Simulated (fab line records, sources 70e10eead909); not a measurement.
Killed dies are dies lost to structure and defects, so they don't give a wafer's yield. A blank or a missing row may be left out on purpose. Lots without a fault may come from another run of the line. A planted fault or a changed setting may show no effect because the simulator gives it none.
Chamber matching | flow nand_harc | NHARC_A_CHANNEL_FILL_D2_ALD_16 on ald_hk-03: 4 sister chambers
The step deposits SiO2, target thk 1.5 nm, pulse time 10 s, ald cycles 15. 18 wafers are shown with their chamber, then 9 later ones without.

WAFERS WITH THEIR CHAMBER
wafer  | chamber | heater_power_w (W) | precursor_pulse_height_rel
L077.1 | 1       | 501                | 0.981
L077.2 | 2       | 460                | 1.010
L077.4 | 0       | 456                | 1.011
L078.3 | 1       | 490                | 1.034
L078.4 | 2       | 483                | 1.011
L078.6 | 3       | 413                | 0.984
L079.1 | 2       | 490                | 0.997
L079.2 | 1       | 495                | 0.997
L079.6 | 1       | 487                | 0.985
L084.2 | 2       | 463                | 0.996
L084.3 | 1       | 513                | 1.030
L084.4 | 0       | 482                | 1.034
L087.2 | 2       | 473                | 0.990
L087.4 | 3       | 439                | 1.004
L087.6 | 3       | 429                | 0.970
L088.1 | 0       | 479                | 0.990
L088.3 | 3       | 430                | 1.009
L088.4 | 1       | 502                | 0.992

SIGNATURES (means of the wafers above)
reading                    | chamber 0 | chamber 1 | chamber 2 | chamber 3 | scatter within a chamber
heater_power_w             | 472.33    | 498.00    | 473.80    | 427.75    | 11.5
precursor_pulse_height_rel | 1.01167   | 1.00317   | 1.00080   | 0.99175   | 0.0188
Rule: a wafer's distance from a chamber is the root of the sum, over the readings, of the square of ((its reading less the chamber's mean) divided by the reading's scatter). The wafer belongs to the nearest chamber; if the next one is less than 2 further off, it can't be placed. The scatter: the root of (the sum of the squares of (reading less its chamber's mean) over the shown wafers, divided by (wafers less chambers)).

WAFERS WITHOUT THEIR CHAMBER
wafer  | heater_power_w (W) | precursor_pulse_height_rel
L090.1 | 484                | 1.015
L090.4 | 471                | 0.997
L090.6 | 416                | 1.009
L094.2 | 424                | 0.991
L094.5 | 477                | 1.002
L094.6 | 428                | 1.022
L097.2 | 417                | 1.015
L097.5 | 492                | 0.962
L097.6 | 473                | 1.007

WHICH CHAMBER EACH WENT THROUGH
wafer  | from the rows above          | in truth
L090.1 | can't be placed: 0 or 2 or 1 | 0
L090.4 | can't be placed: 2 or 0      | 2
L090.6 | 3                            | 3
L094.2 | 3                            | 3
L094.5 | can't be placed: 2 or 0 or 1 | 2
L094.6 | 3                            | 3
L097.2 | 3                            | 3
L097.5 | can't be placed: 1 or 2 or 0 | 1
L097.6 | can't be placed: 0 or 2 or 1 | 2
Placed correctly: 4 of 9. Can't be placed from these rows: 5 (the true chamber is among the candidates in 5). Placed wrongly: 0.
